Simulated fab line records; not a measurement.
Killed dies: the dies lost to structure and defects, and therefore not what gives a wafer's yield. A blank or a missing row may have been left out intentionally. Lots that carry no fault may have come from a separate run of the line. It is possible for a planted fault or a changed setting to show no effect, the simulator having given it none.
Chamber matching / flow n5-finfet / N5_GATE_CUT_HM_DEP_46 on pecvd-01 has 3 sister chambers
The step deposits SiO2 from TEOS/O2, target thk 130 nm, time 26.6 s. 20 wafers are shown with their chamber, then 10 later ones without.

== WAFERS PAIRED WITH THEIR CHAMBERS ==
wafer=L076.1; chamber=0; throttle-valve-pct (%)=18.0; showerhead-plenum-p-Torr (Torr)=8.32; heater-power-w (W)=667
wafer=L076.2; chamber=2; throttle-valve-pct (%)=19.6; showerhead-plenum-p-Torr (Torr)=8.30; heater-power-w (W)=508
wafer=L076.3; chamber=1; throttle-valve-pct (%)=20.8; showerhead-plenum-p-Torr (Torr)=8.24; heater-power-w (W)=497
wafer=L080.2; chamber=2; throttle-valve-pct (%)=19.6; showerhead-plenum-p-Torr (Torr)=8.31; heater-power-w (W)=569
wafer=L080.3; chamber=0; throttle-valve-pct (%)=18.1; showerhead-plenum-p-Torr (Torr)=8.32; heater-power-w (W)=576
wafer=L080.6; chamber=1; throttle-valve-pct (%)=20.4; showerhead-plenum-p-Torr (Torr)=8.26; heater-power-w (W)=430
wafer=L081.2; chamber=1; throttle-valve-pct (%)=20.8; showerhead-plenum-p-Torr (Torr)=8.25; heater-power-w (W)=461
wafer=L081.3; chamber=2; throttle-valve-pct (%)=19.4; showerhead-plenum-p-Torr (Torr)=8.31; heater-power-w (W)=431
wafer=L081.4; chamber=2; throttle-valve-pct (%)=19.4; showerhead-plenum-p-Torr (Torr)=8.30; heater-power-w (W)=461
wafer=L085.4; chamber=0; throttle-valve-pct (%)=17.9; showerhead-plenum-p-Torr (Torr)=8.31; heater-power-w (W)=598
wafer=L085.5; chamber=1; throttle-valve-pct (%)=20.3; showerhead-plenum-p-Torr (Torr)=8.24; heater-power-w (W)=396
wafer=L085.6; chamber=2; throttle-valve-pct (%)=19.4; showerhead-plenum-p-Torr (Torr)=8.31; heater-power-w (W)=581
wafer=L087.2; chamber=1; throttle-valve-pct (%)=20.6; showerhead-plenum-p-Torr (Torr)=8.27; heater-power-w (W)=418
wafer=L087.5; chamber=1; throttle-valve-pct (%)=20.4; showerhead-plenum-p-Torr (Torr)=8.24; heater-power-w (W)=433
wafer=L087.6; chamber=0; throttle-valve-pct (%)=18.0; showerhead-plenum-p-Torr (Torr)=8.30; heater-power-w (W)=672
wafer=L088.1; chamber=0; throttle-valve-pct (%)=18.4; showerhead-plenum-p-Torr (Torr)=8.31; heater-power-w (W)=665
wafer=L088.2; chamber=2; throttle-valve-pct (%)=19.4; showerhead-plenum-p-Torr (Torr)=8.34; heater-power-w (W)=522
wafer=L088.6; chamber=1; throttle-valve-pct (%)=20.9; showerhead-plenum-p-Torr (Torr)=8.26; heater-power-w (W)=396
wafer=L089.1; chamber=2; throttle-valve-pct (%)=19.4; showerhead-plenum-p-Torr (Torr)=8.33; heater-power-w (W)=519
wafer=L089.3; chamber=1; throttle-valve-pct (%)=20.3; showerhead-plenum-p-Torr (Torr)=8.25; heater-power-w (W)=401

SIGNATURES (averages over the wafers above)
reading=throttle-valve-pct; chamber 0=18.080; chamber 1=20.562; chamber 2=19.457; scatter within a chamber=0.192
reading=showerhead-plenum-p-Torr; chamber 0=8.3120; chamber 1=8.2513; chamber 2=8.3143; scatter within a chamber=0.0122
reading=heater-power-w; chamber 0=635.60; chamber 1=429.00; chamber 2=513.00; scatter within a chamber=44.9
Rule: for each reading, subtract the chamber's mean from the wafer's reading, divide by that reading's scatter and square the result; add these up over the readings and take the root, which gives the wafer's distance from the chamber. The wafer belongs to the nearest chamber; if the next one is less than 2 further off, it can't be placed. The scatter: the root of (the sum of the squares of (reading less its chamber's mean) over the shown wafers, divided by (wafers less chambers)).

== WAFERS WHOSE CHAMBER IS MISSING ==
wafer=L089.5; throttle-valve-pct (%)=18.1; showerhead-plenum-p-Torr (Torr)=8.32; heater-power-w (W)=677
wafer=L091.1; throttle-valve-pct (%)=18.1; showerhead-plenum-p-Torr (Torr)=8.33; heater-power-w (W)=685
wafer=L091.3; throttle-valve-pct (%)=20.8; showerhead-plenum-p-Torr (Torr)=8.25; heater-power-w (W)=425
wafer=L091.5; throttle-valve-pct (%)=18.0; showerhead-plenum-p-Torr (Torr)=8.34; heater-power-w (W)=669
wafer=L096.1; throttle-valve-pct (%)=18.3; showerhead-plenum-p-Torr (Torr)=8.31; heater-power-w (W)=668
wafer=L096.2; throttle-valve-pct (%)=21.0; showerhead-plenum-p-Torr (Torr)=8.25; heater-power-w (W)=433
wafer=L096.5; throttle-valve-pct (%)=17.9; showerhead-plenum-p-Torr (Torr)=8.32; heater-power-w (W)=696
wafer=L097.2; throttle-valve-pct (%)=20.7; showerhead-plenum-p-Torr (Torr)=8.22; heater-power-w (W)=523
wafer=L097.3; throttle-valve-pct (%)=20.9; showerhead-plenum-p-Torr (Torr)=8.23; heater-power-w (W)=393
wafer=L097.6; throttle-valve-pct (%)=20.8; showerhead-plenum-p-Torr (Torr)=8.24; heater-power-w (W)=388

== CHAMBER TAKEN BY EACH ==
wafer=L089.5; from the rows above=0; in truth=0
wafer=L091.1; from the rows above=0; in truth=0
wafer=L091.3; from the rows above=1; in truth=1
wafer=L091.5; from the rows above=0; in truth=0
wafer=L096.1; from the rows above=0; in truth=0
wafer=L096.2; from the rows above=1; in truth=1
wafer=L096.5; from the rows above=0; in truth=0
wafer=L097.2; from the rows above=1; in truth=1
wafer=L097.3; from the rows above=1; in truth=1
wafer=L097.6; from the rows above=1; in truth=1
Correct placement for 10 of the 10. Can't be placed from these rows: 0. Number placed wrongly: 0.
